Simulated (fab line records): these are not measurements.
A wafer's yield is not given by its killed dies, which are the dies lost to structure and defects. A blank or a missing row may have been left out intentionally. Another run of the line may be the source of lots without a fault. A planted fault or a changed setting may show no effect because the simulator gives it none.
fab line records | flow n5-finfet
[record] lots = 3 | wafers = 9 | last-day = 17
route steps=1938 shown SD_EPI_N@265 SD_EPI_P@295 PASSIVATION@1936
lots that met no fault: taken from a fault-free run of the same line
start-h: hours from the record's opening day to when the first of the lot's shown wafers began | wait-h: hours from the lot's prior step to this one | " as in the row above | L1.1+2: a single row standing in for several wafers | - either no value or no given start | * or withheld: withheld | < > ~ a bound
route shown NAME@n: NAME is a module with steps in the file, n the number in the route of the first one | usual: the fault-free wafers' mean and standard deviation | same: alike in all rows | chamber/n: place in a boat | sites: per-site readings | _std_site: how widely they spread, as a standard deviation | _edge_site: mean of outer sites minus mean of inner sites | radius-mm: how far each site lies from the wafer's centre | mask NAME#n: copy n | behind: the most recent tool/chamber to have shaped the wafer | hold: why the lot was held/for how many hours/how that ended | device: the n, p or np transistor that did not switch | end of line: at the end of the route, the tests of the same wafers | where a step has no rows: the recipe by itself | killed: the dies lost at the first sort to structure and to defects; this is not the yield of the wafer | map: the dies of a wafer, with x for killed, . for not killed, _ for no die there
set.NAME: the setting the step ran with; set.NAME@STEP: the setting that earlier step ran with | model.NAME: the simulator's own value behind a step, which no gauge read
lots at selected steps of the route; one table per step, one row per wafer
services: from which hour (start-h, from the record's first day; less than 0 if before it) a tool's chamber was out of use, for how many hours, and why
[[steps]]
[step N5_SD_EPI_N_EBR_05]
[recipe] solvent = PGMEA | ebr-width-mm = 1.5
[step N5_SD_EPI_N_SOFTBAKE_04]
[recipe] temp-c = 110 | time-s = 60 | resist = CAR-ArF-block
[step N5_SD_EPI_N_EXPOSE_06]
[recipe] mask-id = SD_N_BLK | na = 1.35 | source-shape = conventional | sigma-outer = 0.8 | polarization = unpolarized | target-cd-nm = 120 | dose-mj = 39.75
[step N5_SD_EPI_N_PEB_07]
[recipe] peb-temp-c = 110 | peb-time-s = 60 | resist = CAR-ArF-block
[step N5_SD_EPI_N_DEVELOP_08]
[recipe] develop-time-s = 30 | developer = TMAH | resist = CAR-ArF-block | dev-temp-c = 23 | rinse-liquid = diw | dry = air-spin
[step N5_SD_EPI_N_DESCUM_14]
[recipe] chemistry = O2 | time-s = 7.9 | source-power-w = 50 | bias-power-w = 20 | pressure-mtorr = 20 | rf-frequency-hz = 2.712e+07 | temp-c = 40 | resist = CAR-ArF-block | o2-flow-sccm = 225
[step N5_SD_EPI_N_ETCH_34]
[recipe] chemistry = CF4 | target = SiARC | target-depth-a = 455 | mask-material = CAR-ArF-block | time-s = 75.8 | ion-energy-ev = 80 | pressure-mtorr = 40 | source-w = 545 | bias-w = 36 | Ar_flow_sccm = 100 | cf4-flow-sccm = 100 | ends = cleared
[step N5_SD_EPI_N_ETCH_35]
[recipe] chemistry = N2/H2 | target = SOC | overetch-a = 1080 | mask-material = SiARC | temp-c = 40 | ion-energy-ev = 100 | source-w = 3000 | bias-w = 133 | pressure-mtorr = 20 | time-s = 486 | n2-flow-sccm = 200 | h2-flow-sccm = 200
[step N5_SD_EPI_N_STRIP_36]
[recipe] chemistry = N2/H2 | temp-c = 40 | n2-flow-sccm = 200 | h2-flow-sccm = 200 | rf-frequency-hz = 6e+07
[step N5_SD_EPI_N_ETCHBACK_44]
[recipe] chemistry = CH3F/O2 | mode = anisotropic-etchback | target = SiNx | target-depth-a = 145 | stop-on = SiO2 | over-etch-frac = 0.3 | ion-energy-ev = 120 | pressure-mtorr = 30 | source-w = 395 | bias-w = 73 | Ar_flow_sccm = 150 | CH3F_flow_sccm = 30 | O2_flow_sccm = 20
[usual] O2_flow_sccm = 20.01/0.059 | drypump-motor-current-A = 5.58/0.29 | oes-product-au = 0.68/0.072 | rf-vpp-V = 296/8.8 | showerhead-plenum-p-Torr = 1.98/0.059 | throttle-valve-pct = 16.34/0.23
lot.wafer | tool        | chamber | start-h | wait-h | O2_flow_sccm | drypump-motor-current-A | oes-product-au | rf-hours-counter-h | rf-vpp-V | showerhead-plenum-p-Torr | throttle-valve-pct
L339.4    | rie-diel-02 | 1       | 131.73  | 0.1    | 20.05        | 5.26                    | 0.66           | -                  | 307      | 1.95                     | 16.83
L339.5    | "           | 0       | "       | "      | 20.02        | 5.69                    | 0.64           | -                  | 280      | 1.89                     | 16.49
L339.6    | "           | 2       | "       | "      | 20.00        | 5.68                    | 0.61           | -                  | 291      | 1.96                     | 16.45
L340.2    | rie-diel-03 | 0       | 135.21  | 0.0    | 20.14        | 5.09                    | 0.60           | 222                | 300      | 2.06                     | 16.31
L340.3    | "           | 2       | "       | "      | 19.94        | 5.71                    | 0.78           | 30                 | 308      | 2.04                     | 16.12
L340.6    | "           | 0       | "       | "      | 20.10        | 5.09                    | 0.60           | -                  | 302      | 2.06                     | 16.31
L349.1    | rie-diel-02 | 2       | 188.06  | 0.0    | 20.04        | 5.75                    | 0.60           | 220                | 293      | 1.95                     | 16.49
L349.3    | "           | 0       | "       | "      | 19.95        | 5.69                    | 0.62           | 218                | 281      | 1.88                     | 16.56
L349.4    | "           | 1       | "       | "      | 19.99        | 5.22                    | 0.64           | 137                | 308      | 1.94                     | 16.87
[step N5_SD_EPI_N_ETCH_45]
[recipe] chemistry = CH3F/O2 | target = SiOCN | target-depth-a = 60 | mask-material = SOC | ion-energy-ev = 60 | bias-w = 29 | pressure-mtorr = 15 | source-w = 410 | Ar_flow_sccm = 150 | CH3F_flow_sccm = 30 | O2_flow_sccm = 20
[step N5_SD_EPI_N_ETCH_16]
[recipe] chemistry = CHF3/O2 | target = SiO2 | target-depth-a = 50 | mask-material = SOC | pressure-mtorr = 30 | source-w = 650 | bias-w = 170 | Ar_flow_sccm = 200 | CHF3_flow_sccm = 50 | O2_flow_sccm = 5 | ion-energy-ev = 200
[step N5_SD_EPI_N_STRIP_47]
[recipe] chemistry = CHF3/O2 | resist = SiARC | rf-frequency-hz = 6e+07
[step N5_SD_EPI_N_SD_RECESS_17]
[recipe] chemistry = HBr/Cl2/O2 | target-depth-a = 410 | mask-material = SOC | time-s = 23.7 | bt-time-s = 3 | pressure-mtorr = 10 | icp-w = 800 | bias-w = 112 | HBr_flow_sccm = 150 | Cl2_flow_sccm = 80 | O2_flow_sccm = 12
[step N5_SD_EPI_N_STRIP_38]
[recipe] chemistry = N2/H2 | power-w = 1000 | temp-c = 250 | h2-frac = 0.65 | overash-fraction = 0.3 | pressure-mtorr = withheld | n2-flow-sccm = 1750 | h2-flow-sccm = 3250
[step N5_SD_EPI_N_WET_ETCH_43]
[recipe] chemistry = dHF | dilution = withheld | time-s = 14 | target = SiO2 | target-depth-a = 15 | temp-c = 25
[step N5_SD_EPI_N_STRIP_18]
[recipe] chemistry = SPM | time-s = 750 | temp-c = 130 | h2so4-h2o2-vol-ratio = 4
[step N5_SD_EPI_N_SRD_20]
[recipe] dry = ipa-marangoni | do-ppb = 5 | time-s = 30 | temp-c = 23 | rinse-liquid = diw
[step N5_SD_EPI_N_PRECLEAN_48]
[recipe] chemistry = NF3:NH3 | afs-cycles = 2 | temp-c = 30 | time-s = 20 | sublimation-temp-c = 180 | sublimation-time-s = 60 | pressure-torr = 3 | rf-power-w = 30
[step N5_SD_EPI_N_VAPOR_ETCH_50]
[recipe] chemistry = HCl | target = Si | temp-c = 775 | time-s = 54 | pressure-torr = 20 | mode = isotropic
[step N5_SD_EPI_N_EPI_21]
[recipe] material = Si:P | dopant = P | temp-c = 680 | pressure-torr = 255 | time-s = 690
[step N5_SD_EPI_N_PRECLEAN_24]
[recipe] chemistry = O3/DIW | time-s = 60 | temp-c = 22 | o3-ppm = 10
[step N5_SD_EPI_N_SRD_25]
[recipe] time-s = 30 | temp-c = 23 | rinse-liquid = diw | dry = ipa-marangoni
[step N5_SD_EPI_N_PRECLEAN_49]
[recipe] chemistry = NF3:NH3 | afs-cycles = 1 | temp-c = 30 | time-s = 20 | sublimation-temp-c = 180 | sublimation-time-s = 60 | pressure-torr = 3 | rf-power-w = 30
[step N5_SD_EPI_N_LINER_46]
[recipe] material = SiNx | target-thk-a = 30 | temp-c = 400 | ald-precursor-family = SiH2I2 | ald-co-reactant = N2/H2-plasma | pressure-torr = 2
[step N5_SD_EPI_N_INSPECT_26]
[recipe] inspect-instrument = darkfield | mode = post-epi
[usual] raw-defect-count = 224/42
lot.wafer | tool              | chamber | start-h | wait-h | raw-defect-count
L339.4    | defect-inspect-02 | -       | 135.52  | 0.1    | 903
L339.5    | "                 | -       | "       | "      | 254
L339.6    | "                 | -       | "       | "      | 207
L340.2    | defect-inspect-01 | -       | 138.74  | 0.1    | 235
L340.3    | "                 | -       | "       | "      | 201
L340.6    | "                 | -       | "       | "      | 158
L349.1    | defect-inspect-02 | -       | 191.61  | 0.1    | 189
L349.3    | "                 | -       | "       | "      | 214
L349.4    | "                 | -       | "       | "      | 214
[step N5_SD_EPI_P_COAT_34]
[recipe] resist = SOC | temp-c = 250 | time-s = 60 | spin-rpm = 1500 | resist-thk-nm = 350
[step N5_SD_EPI_P_COAT_35]
[recipe] resist = SiARC | temp-c = 220 | time-s = 60 | spin-rpm = 1500 | resist-thk-nm = 35
[step N5_SD_EPI_P_COAT_03]
[recipe] resist = CAR-ArF-block | spin-rpm = 1500 | resist-thk-nm = 150
[step N5_SD_EPI_P_EBR_05]
[recipe] solvent = PGMEA | ebr-width-mm = 1.5
[step N5_SD_EPI_P_SOFTBAKE_04]
[recipe] temp-c = 110 | time-s = 60 | resist = CAR-ArF-block
[step N5_SD_EPI_P_EXPOSE_06]
[recipe] mask-id = SD_P_BLK | na = 1.35 | source-shape = conventional | sigma-outer = 0.8 | polarization = unpolarized | target-cd-nm = 240 | dose-mj = 39.5
[step N5_SD_EPI_P_PEB_07]
[recipe] peb-temp-c = 110 | peb-time-s = 60 | resist = CAR-ArF-block
[step N5_SD_EPI_P_DEVELOP_08]
[recipe] develop-time-s = 30 | developer = TMAH | resist = CAR-ArF-block | dev-temp-c = 23 | rinse-liquid = diw | dry = air-spin
[step N5_SD_EPI_P_INSPECT_11]
[recipe] mode = adi | inspect-instrument = macro
[usual] raw-defect-count = 2.1/1.5
lot.wafer | tool              | chamber | start-h | wait-h | raw-defect-count
L339.4    | defect-inspect-01 | -       | 135.98  | 0.0    | >300
L339.5    | "                 | -       | "       | "      | 3
L339.6    | "                 | -       | "       | "      | 0
L340.2    | defect-inspect-02 | -       | 139.08  | 0.0    | 1
L340.3    | "                 | -       | "       | "      | 6
L340.6    | "                 | -       | "       | "      | 2
L349.1    | defect-inspect-02 | -       | 192.06  | 0.0    | 5
L349.3    | "                 | -       | "       | "      | 0
L349.4    | "                 | -       | "       | "      | 2
[step N5_SD_EPI_P_DESCUM_14]
[recipe] chemistry = O2 | time-s = 7.9 | source-power-w = 50 | bias-power-w = 20 | pressure-mtorr = 20 | rf-frequency-hz = 2.712e+07 | temp-c = 40 | resist = CAR-ArF-block | o2-flow-sccm = 225
[step N5_SD_EPI_P_INSPECT_26]
[recipe] inspect-instrument = darkfield | mode = post-epi
[usual] raw-defect-count = 190/36
lot.wafer | tool              | chamber | start-h | wait-h | raw-defect-count
L339.4    | defect-inspect-01 | -       | 139.85  | 0.0    | 893
L339.5    | "                 | -       | "       | "      | 260
L339.6    | "                 | -       | "       | "      | 188
L340.2    | defect-inspect-01 | -       | 142.84  | 0.0    | 193
L340.3    | "                 | -       | "       | "      | 171
L340.6    | "                 | -       | "       | "      | 102
L349.1    | defect-inspect-02 | -       | 195.81  | 0.0    | 181
L349.3    | "                 | -       | "       | "      | 193
L349.4    | "                 | -       | "       | "      | 227
[step N5_PASSIVATION_PROBE_49]
[usual] killed_at_M0_to_M3 = 34/8.9 | killed_at_M4_up = 13/4.6 | killed-at-contacts = 12/5.5 | killed-at-front-end = 41/11 | killed-at-other = 3.1/2.9 | killed-dies = 102/16 | killed-on-rim = 13/4.2 | killed-open = 66/11 | killed-short = 34/7.6
[same] gross-dies = 1180 | killed-at-back-side = 0
lot.wafer | tool      | chamber | start-h | wait-h | killed_at_M0_to_M3 | killed_at_M4_up | killed-at-contacts | killed-at-front-end | killed-at-other | killed-dies | killed-on-rim | killed-open | killed-short
L339.4    | prober-02 | -       | 346.37  | 0.2    | 31                 | 20              | 11                 | 122                 | 3               | 187         | 27            | 63          | 26
L339.5    | prober-02 | -       | 346.42  | 0.2    | 31                 | 13              | 16                 | 30                  | 1               | 91          | 8             | 66          | 25
L339.6    | prober-02 | -       | 346.47  | 0.3    | 39                 | 12              | 8                  | 29                  | 1               | 89          | 15            | 48          | 41
// killed by level:class
L339.4 SD_EPI_N:unspecified=97 MOL_CONTACT_COAG:geometric-particle:open=10 BEOL_M0_SAQP:geometric-particle:open=10 FIN_SAQP:geometric-particle:open=8 BEOL_M1:geometric-particle:open=8 STI_FIN_REVEAL:geometric-particle:open=6 BEOL_M2:geometric-particle:open=5 BEOL_M6:geometric-particle:open=5
L339.5 MOL_CONTACT_COAG:geometric-particle:open=13 BEOL_M0_SAQP:geometric-particle:open=10 FIN_SAQP:geometric-particle:open=8 STI_FIN_REVEAL:geometric-particle:open=8 BEOL_M0_SAQP:geometric-particle:short=7 BEOL_M1:geometric-particle:open=5 BEOL_M2:geometric-particle:open=5 BEOL_M4:geometric-particle:short=4
L339.6 BEOL_M0_SAQP:geometric-particle:short=16 FIN_SAQP:geometric-particle:open=8 BEOL_M0_SAQP:geometric-particle:open=8 MOL_CONTACT_COAG:geometric-particle:open=7 STI_FIN_REVEAL:geometric-particle:open=5 BEOL_M1:geometric-particle:short=5 FIN_SAQP:geometric-particle:short=4 DUMMY_GATE:geometric-particle:open=3
// map L339.4 (x killed, . not)
_________________...x........________________
______________xxx..x............_____________
___________xxxxxxxx...x............__________
__________xxxxxxx.x.xx.x.x.........._________
________xxxxxxxxxx.x...xx.......x....._______
_______xxxxxxxxxxxx..........xx........______
______xxxxxxxxxxxx...x...............xx._____
_____xxxxxxxxxxxxxx...x...............x..____
____xxxxxxxxxxxxx...........x..x..........___
___....x.xxxxxxxx..xx.......x.x.x..........__
___..x...xxxxxxx.............x.............__
__.xx....x.x..x..........x..x.......x......._
__.....x...................................._
_....x.......................x........x......
_.........xx..................xx......x.....x
_........................x.........x.........
_x.............x.............................
_.............x.....x..............x.........
_..x..x..................................x...
_....x.x..x.............x......x...x..x..xx..
_.......x.x.x.........................x......
__........................x.....x.x........._
__.x.x..............x......................._
___......x.........x.......................__
___..................................x.....__
____..........x.......x...................___
_____...........x..x.....................____
______....x......................x......_____
_______............x..x..x.............______
________.............x.........x......_______
__________.........................._________
___________......x.................__________
______________x...........x....._____________
_________________............________________
// map L349.1 (x killed, . not)
_________________x.........x.________________
______________.................._____________
___________.x..x....x..............__________
__________............xx..........x._________
________x.....x......xxx....xx.......x_______
_______..........x...........x........x______
______.....x...x.............x.........._____
_____.....x..x.....x...x.........x....x..____
____.............x.x.................x....___
___......x........x.......x....x...........__
___.............x............x.....x...x...__
__...............x.................xx......._
__.......................x........x........._
_x...................x..x.......x.....x...x.x
_.......x...........x.................x.x....
_x.........x.................................
_.....................................x......
_.x.......x............x.....x...............
_...................x......................x.
_......x.......x...........xx.......x......x.
_...........................x............x...
__......x...............x.x..x....x........._
__.x...x....x.........x.......x............._
___.x.........x..........................x.__
___x.........................x.............__
____....x.......xx........................___
_____........x....x.......x........x....x____
______.........xx...................x..x_____
_______xx............x...x.............______
________..............x.x............._______
__________....x............x.x..x..._________
___________...x.............x......__________
______________.x................_____________
_________________...x....x...________________
[[services]]
tool        | chamber | start-h | hours | kind
rie-diel-02 | 1       | 112.26  | 2.7   | repair
rie-diel-02 | 3       | 116.22  | -     | clean
rie-diel-02 | 3       | 116.22  | -     | consumable-replace:focus-ring
rie-diel-02 | 3       | 116.22  | 31.6  | scheduled-down
rie-diel-02 | 3       | 116.22  | 31.6  | vent-cycle
[[key]]
[first-sign] step = N5_SD_EPI_N_INSPECT_26 | reading = raw-defect-count | direction = up | sigmas = 16 | usual = 224 | struck = 903
[effect] step = N5_SD_EPI_P_INSPECT_11 | reading = raw-defect-count | direction = up | sigmas = 99+ | usual = 2.1 | struck = >300
[effect] step = N5_SD_EPI_P_INSPECT_26 | reading = raw-defect-count | direction = up | sigmas = 19 | usual = 190 | struck = 893
[effect] step = N5_PASSIVATION_PROBE_49 | reading = killed-at-front-end | direction = up | sigmas = 7.1 | usual = 41 | struck = 122
[more-kills-born-at] N5_SD_EPI_N_ETCHBACK_44@rie-diel-02 = 97
met-at N5_SD_EPI_N_ETCHBACK_44
struck-wafers L339.4
tester-left-out L339
[fault] kind = chamber-particle-source | tool = rie-diel-02 | chamber = 1 | onset-h = 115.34 | steps = N5_SD_EPI_N_ETCHBACK_44 | rate-per-visit-cm2 = 1.102 | end-h = 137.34
// tester-left-out: of these lots the tester's yield and bins aren't shown, on N5 and GAA mostly nor the transistor test; their killed dies are dies lost to structure and defects alone, not to doping, threshold or leakage, so they don't give the yield
